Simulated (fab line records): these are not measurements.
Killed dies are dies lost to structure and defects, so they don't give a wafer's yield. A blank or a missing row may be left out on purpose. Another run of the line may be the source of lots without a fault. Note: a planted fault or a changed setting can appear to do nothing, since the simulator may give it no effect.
Problem report, 8D (eight disciplines) form, completed by code :: flow n5-finfet :: the parts of the form that need people (team, actions taken, sign-off) are left out

1. WHAT IS WRONG
Mean of spin-speed-rpm at N5_BEOL_M12_COAT_22: 2694.2 rpm across 6 wafers in 2 lots; on wafers with no fault it is 2887.6 rpm (standard deviation 2). That is -97 standard deviations from the usual mean.
The step: resist thk 300 nm.
Seen first at day 22 00:40 on litho-track-01, wafer L873.4. The record has a number at this step for 35 wafers belonging to 12 lots. The rule behind "out" and "out of limits": a value lying over 4 standard deviations away from the usual mean. The other wafers with a number count as sound.

2. WHAT IT IS; WHAT IT IS NOT
question: which readings at this step
is: spin-speed-rpm
is not: -

question: which lots
is: L872, L873
is not: L853, L855, L857, L858, L860, L861, L862, L865, L868, L875

question: which wafers of those lots
is: all that have a number
is not: -

question: read on which tools
is: litho-track-01
is not: litho-track-02, litho-track-05

question: when
is: from day 22 00:40
is not: up to then (27 sound wafers); but 2 sound wafers of L875 came after

3. THE SUSPECTS, EACH WITH WHAT RULES IT OUT
Counting: any tool at a process step up to the reading is kept as a suspect provided that every lot that is out went through it and no sound lot did after the first of them.
- plasma-asher-01 at N5_BEOL_M12_STRIP_63 (strips in N2/H2): ruled out as a lasting fault. The sound lots L875 went through it after L873, its earliest lot that is out (day 22 00:26).
- litho-track-01 at N5_BEOL_M12_COAT_22 (resist thk 300 nm): kept. Every lot that is out went through it, starting with L873 (day 22 00:40), and after that it ran no sound lot; the last sound lot it ran before then is L868 (day 20 23:08). Out on those wafers are its own readings of spin-speed-rpm.
After counting, what remains is litho-track-01 at N5_BEOL_M12_COAT_22.

4. THE CAUSE (what the simulator had put in)
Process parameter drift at N5_BEOL_M12_COAT_22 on litho-track-01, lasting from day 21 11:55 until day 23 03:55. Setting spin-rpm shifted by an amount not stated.
Counting left only this tool.

5. THE CHAIN OF EFFECTS, in route order
One row per reading whose mean, taken over the struck wafers that have a number, lies over 3 standard deviations from the usual. Scope: only readings with a usual standard deviation given in the record; hours: median across lots of the time from each lot's start at the first step in this table that gives one to its start at this step; sigmas: change in usual standard deviations.
hours: 0
step: N5_BEOL_M12_COAT_22
reading: spin-speed-rpm
usual: 2887.6 rpm
on struck wafers: 2694.2
change: -193.4
sigmas: -97
Here are the process steps it includes:
- N5_BEOL_M12_COAT_22: resist thk 300 nm.

6. WHAT WOULD HAVE CAUGHT IT SOONER
The fault began at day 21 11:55; the first out-of-limits reading in this record came at day 22 00:40, 13 hours later.
